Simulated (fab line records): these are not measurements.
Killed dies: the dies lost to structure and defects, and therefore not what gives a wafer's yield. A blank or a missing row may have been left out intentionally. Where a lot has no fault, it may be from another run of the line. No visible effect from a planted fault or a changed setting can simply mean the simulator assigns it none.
Split-lot trial	flow n5 finfet	route with 1938 steps; 7 lots, 21 wafers read

## ABOUT THE SPLIT
At N5_SD_EPI_N_EPI_21 (deposits Si:P, time 690 s), the setting time s was moved away from the recipe's 690 s on 6 of the 21 wafers read, by -19.3% to +13.7%. All remaining wafers had this setting at the recipe value.

The split's own step is where the reading is taken.

## THE READING
Si-P_of_SD_EPI_N_EPI_21.thk nm (the simulator's own value, which no gauge read), in nm, at N5_SD_EPI_N_EPI_21 (deposits Si:P, time 690 s). The file gives no usual value for it. The 15 wafers here that ran the recipe average 59.2 nm, standard deviation 0.89 nm.

wafer	tool, chamber at the split	time s as run, s	against the recipe	Si-P_of_SD_EPI_N_EPI_21.thk nm, nm	against lot-mates on the recipe
L079.1	epi rpcvd-02, 0	729.3	+5.7%	61.8	+2.4
L079.3	epi rpcvd-02, 0	690	recipe	59.4	-
L079.6	epi rpcvd-02, 0	729.3	+5.7%	61.6	+2.2
L080.1	epi rpcvd-03, 0	690	recipe	59.8	-
L080.2	epi rpcvd-03, 0	690	recipe	60.6	-
L080.4	epi rpcvd-03, 0	690	recipe	59.6	-
L082.3	epi rpcvd-02, 0	557.1	-19.3%	51.4	-7.4
L082.4	epi rpcvd-02, 0	690	recipe	58.8	-
L082.5	epi rpcvd-02, 0	557.1	-19.3%	51	-7.8
L083.2	epi rpcvd-02, 0	690	recipe	59.6	-
L083.3	epi rpcvd-02, 0	690	recipe	60.6	-
L083.6	epi rpcvd-02, 0	690	recipe	59.2	-
L090.3	epi rpcvd-03, 0	784.6	+13.7%	64.6	+5.4
L090.5	epi rpcvd-03, 0	784.6	+13.7%	64.8	+5.6
L090.6	epi rpcvd-03, 0	690	recipe	59.2	-
L092.1	epi rpcvd-03, 0	690	recipe	58.8	-
L092.5	epi rpcvd-03, 0	690	recipe	59	-
L092.6	epi rpcvd-03, 0	690	recipe	59.6	-
L096.2	epi rpcvd-02, 0	690	recipe	57.4	-
L096.3	epi rpcvd-02, 0	690	recipe	58	-
L096.6	epi rpcvd-02, 0	690	recipe	57.8	-

FIT RESULTS
A straight line over all 21 wafers: Si-P_of_SD_EPI_N_EPI_21.thk nm changes by +0.412 nm for each +1% of time s; r = +0.97; the points scatter about the line by 0.79 nm.
The same after taking each lot's own level away (the mean of its wafers on the recipe; 21 wafers): +0.397 nm for each +1%; r = +0.99; scatter 0.35 nm.
Per that fit: largest time s move, reading shift of 7.6 nm.
Across the lots, their own levels run from 57.73 to 60.00 nm, a range of 2.6 times the standard deviation given above.
So the lot-to-lot level changes the slope little: the two slopes agree.
Check: with one of the wafers moved furthest among these (-19.3%) left out of the fit, the line predicts -7.77 nm for it against its lot-mates. Against them it came out at -7.4 nm.

## OTHER SPLITS ON THESE WAFERS
Note: prior to the reading, these wafers also went through further splits. Each is held against what the fit with the lots' levels taken away leaves over:
other split on the same wafers	wafers away from the commonest value	r with Si-P_of_SD_EPI_N_EPI_21.thk nm (lot level and that fit taken away)
N5_ZERO_LAYER_ETCH_18 icp w	5	+0.01
N5_WELL_APT_COAT_02 spin rpm	6	+0.11
N5_PMOS_HMC_CHANNEL_EPI_COAT_31 spin rpm	8	+0.32
N5_PMOS_HMC_CHANNEL_EPI_PEB_07 peb temp c	6	-0.03
N5_FIN_SAQP_ETCH_65 time s	9	+0.23
N5_DUMMY_GATE_COAT_35 spin rpm	9	-0.04
N5_SD_EPI_N_ETCH_35 time s	7	-0.18
N5_SD_EPI_N_ETCH_45 target depth a	10	+0.03

## THE WHOLE CHAIN: every reading that the file lists as answering this split, in the file's order
step	what it does	reading	change (the file's fit)	r (the file's)
N5_SD_EPI_N_EPI_21	deposits Si:P, time 690 s	Si-P_of_SD_EPI_N_EPI_21.thk nm (the simulator's own value, which no gauge read)	+0.397 nm for each +1% of the setting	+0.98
N5_SD_EPI_N_EPI_MEAS_23		thk nm	withheld for each +1% of the setting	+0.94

## FILE'S OWN FIT
Si-P_of_SD_EPI_N_EPI_21.thk nm changes by +0.397 nm for each +1% of time s, r = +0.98.
